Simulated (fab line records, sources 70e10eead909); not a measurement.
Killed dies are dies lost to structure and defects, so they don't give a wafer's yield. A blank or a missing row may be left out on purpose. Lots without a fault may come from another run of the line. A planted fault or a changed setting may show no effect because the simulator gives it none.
Chamber matching | flow nand_harc | NHARC_A_STAIRCASE_STRIP_476 on rie_diel-07: 4 sister chambers
The step strips in O2, time 20 s. 20 wafers are shown with their chamber, then 10 later ones without.

WAFERS WITH THEIR CHAMBER
wafer  | chamber | drypump_motor_current_A (A) | showerhead_plenum_p_Torr (Torr) | throttle_valve_pct (%)
L076.1 | 3       | 5.0                         | 3.50                            | 17.045
L076.3 | 0       | 5.6                         | 3.67                            | 17.026
L076.6 | 3       | 5.0                         | 3.50                            | 17.033
L078.4 | 2       | 6.2                         | 3.44                            | 17.047
L078.5 | 1       | 6.2                         | 3.61                            | 17.026
L078.6 | 2       | 6.2                         | 3.44                            | 17.017
L081.2 | 1       | 6.2                         | 3.60                            | 17.023
L081.4 | 2       | 6.2                         | 3.44                            | 17.033
L081.5 | 3       | 5.0                         | 3.49                            | 17.045
L085.1 | 1       | 6.3                         | 3.60                            | 17.029
L085.3 | 3       | 5.0                         | 3.49                            | 17.043
L085.6 | 0       | 5.5                         | 3.66                            | 17.027
L086.2 | 3       | 5.0                         | 3.49                            | 17.044
L086.4 | 2       | 6.2                         | 3.43                            | 17.034
L086.6 | 3       | 5.0                         | 3.49                            | 17.048
L087.1 | 3       | 5.0                         | 3.48                            | 17.031
L087.2 | 1       | 6.3                         | 3.59                            | 17.031
L087.6 | 0       | 5.5                         | 3.65                            | 17.017
L089.2 | 2       | 6.2                         | 3.43                            | 17.041
L089.4 | 1       | 6.3                         | 3.59                            | 17.024

SIGNATURES (means of the wafers above)
reading                  | chamber 0 | chamber 1 | chamber 2 | chamber 3 | scatter within a chamber
drypump_motor_current_A  | 5.533     | 6.260     | 6.200     | 5.000     | 0.0342
showerhead_plenum_p_Torr | 3.6600    | 3.5980    | 3.4360    | 3.4914    | 0.00744
throttle_valve_pct       | 17.02333  | 17.02660  | 17.03440  | 17.04129  | 0.00738
Rule: a wafer's distance from a chamber is the root of the sum, over the readings, of the square of ((its reading less the chamber's mean) divided by the reading's scatter). The wafer belongs to the nearest chamber; if the next one is less than 2 further off, it can't be placed. The scatter: the root of (the sum of the squares of (reading less its chamber's mean) over the shown wafers, divided by (wafers less chambers)).

WAFERS WITHOUT THEIR CHAMBER
wafer  | drypump_motor_current_A (A) | showerhead_plenum_p_Torr (Torr) | throttle_valve_pct (%)
L089.5 | 5.0                         | 3.48                            | 17.040
L090.1 | 6.2                         | 3.42                            | 17.040
L090.2 | 5.5                         | 3.65                            | 17.037
L090.3 | 6.3                         | 3.59                            | 17.041
L092.1 | 6.3                         | 3.58                            | 17.027
L092.3 | 5.6                         | 3.64                            | 17.045
L092.5 | 5.6                         | 3.64                            | 17.051
L097.1 | 6.3                         | 3.57                            | 17.025
L097.3 | 5.0                         | 3.47                            | 17.027
L097.4 | 6.2                         | 3.41                            | 17.035

WHICH CHAMBER EACH WENT THROUGH
wafer  | from the rows above | in truth
L089.5 | 3                   | 3
L090.1 | 2                   | 2
L090.2 | 0                   | 0
L090.3 | 1                   | 1
L092.1 | 1                   | 1
L092.3 | 0                   | 0
L092.5 | 0                   | 0
L097.1 | 1                   | 1
L097.3 | 3                   | 3
L097.4 | 2                   | 2
Placed correctly: 10 of 10. Can't be placed from these rows: 0. Placed wrongly: 0.
